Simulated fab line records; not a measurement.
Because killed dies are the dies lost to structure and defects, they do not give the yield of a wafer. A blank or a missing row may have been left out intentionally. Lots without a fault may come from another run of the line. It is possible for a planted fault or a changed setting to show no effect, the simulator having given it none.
Matching of chambers | flow nandHarc | rieDiel-02 running NHARC_P_M0_DESCUM_14: 4 sister chambers
The step chemistry O2, time 3 s. 33 wafers are shown with their chamber, then 12 later ones without.

## WAFERS WITH THEIR CHAMBER
wafer  | chamber | showerheadPlenumPTorr (Torr) | drypumpMotorCurrentA (A) | oesProductAu (a.u.)
L075.2 | 3       | 1.90                         | 6.5                      | 1.008
L075.3 | 0       | 1.95                         | 4.9                      | 1.023
L075.4 | 2       | 1.78                         | 5.2                      | 0.994
L076.1 | 3       | 1.90                         | 6.4                      | 1.012
L076.3 | 2       | 1.78                         | 5.2                      | 1.000
L076.4 | 0       | 1.95                         | 4.8                      | 1.017
L077.2 | 3       | 1.90                         | 6.5                      | 1.011
L077.5 | 0       | 1.95                         | 4.9                      | 1.016
L077.6 | 1       | 1.92                         | 5.8                      | 1.017
L078.1 | 1       | 1.92                         | 5.8                      | 0.995
L078.2 | 2       | 1.78                         | 5.2                      | 0.996
L078.3 | 3       | 1.90                         | 6.4                      | 0.983
L078.4 | 0       | 1.95                         | 4.9                      | 1.006
L078.5 | 2       | 1.78                         | 5.2                      | 1.001
L078.6 | 3       | 1.90                         | 6.4                      | 0.999
L079.1 | 0       | 1.95                         | 4.9                      | 0.999
L079.4 | 2       | 1.78                         | 5.2                      | 0.992
L079.6 | 2       | 1.78                         | 5.2                      | 0.985
L080.1 | 0       | 1.95                         | 4.9                      | 1.003
L080.4 | 1       | 1.92                         | 5.8                      | 0.989
L080.6 | 3       | 1.90                         | 6.4                      | 0.992
L085.1 | 0       | 1.94                         | 4.9                      | 1.004
L085.2 | 3       | 1.90                         | 6.5                      | 1.001
L085.6 | 2       | 1.78                         | 5.2                      | 0.990
L087.3 | 1       | 1.91                         | 5.8                      | 0.995
L087.5 | 3       | 1.89                         | 6.4                      | 1.007
L087.6 | 2       | 1.78                         | 5.2                      | 0.977
L089.1 | 2       | 1.78                         | 5.2                      | 0.995
L089.4 | 1       | 1.91                         | 5.7                      | 1.012
L089.6 | 1       | 1.91                         | 5.8                      | 1.008
L090.1 | 1       | 1.91                         | 5.7                      | 1.016
L090.2 | 3       | 1.89                         | 6.5                      | 1.014
L090.5 | 2       | 1.78                         | 5.2                      | 0.994

SIGNATURES (averages over the wafers above)
reading               | chamber 0 | chamber 1 | chamber 2 | chamber 3 | scatter within a chamber
showerheadPlenumPTorr | 1.9486    | 1.9143    | 1.7800    | 1.8978    | 0.00377
drypumpMotorCurrentA  | 4.886     | 5.771     | 5.200     | 6.444     | 0.0394
oesProductAu          | 1.00971   | 1.00457   | 0.99240   | 1.00300   | 0.00939
Rule: for each reading, subtract the chamber's mean from the wafer's reading, divide by that reading's scatter and square the result; add these up over the readings and take the root, which gives the wafer's distance from the chamber. The wafer belongs to the nearest chamber; if the next one is less than 2 further off, it can't be placed. The scatter: take each reading less its chamber's mean, square it, sum over the shown wafers, divide by the number of wafers less the number of chambers, and take the root.

## WAFERS WITH NO CHAMBER GIVEN
wafer  | showerheadPlenumPTorr (Torr) | drypumpMotorCurrentA (A) | oesProductAu (a.u.)
L091.2 | 1.77                         | 5.2                      | 0.992
L091.5 | 1.91                         | 5.7                      | 1.012
L091.6 | 1.77                         | 5.2                      | 0.984
L093.3 | 1.91                         | 5.8                      | 1.016
L093.4 | 1.89                         | 6.5                      | 1.011
L093.5 | 1.94                         | 4.9                      | 1.000
L095.1 | 1.77                         | 5.2                      | 0.995
L095.2 | 1.89                         | 6.4                      | 0.996
L095.3 | 1.94                         | 4.8                      | 1.003
L097.1 | 1.89                         | 6.4                      | 0.996
L097.4 | 1.93                         | 4.9                      | 1.000
L097.5 | 1.93                         | 4.9                      | 1.000

## WHICH CHAMBER EACH WENT THROUGH
wafer  | from the rows above | in truth
L091.2 | 2                   | 2
L091.5 | 1                   | 1
L091.6 | 2                   | 2
L093.3 | 1                   | 1
L093.4 | 3                   | 3
L093.5 | 0                   | 0
L095.1 | 2                   | 2
L095.2 | 3                   | 3
L095.3 | 0                   | 0
L097.1 | 3                   | 3
L097.4 | 0                   | 0
L097.5 | 0                   | 0
Placed correctly: 12 of 12. Can't be placed from these rows: 0. Placed wrongly: 0.
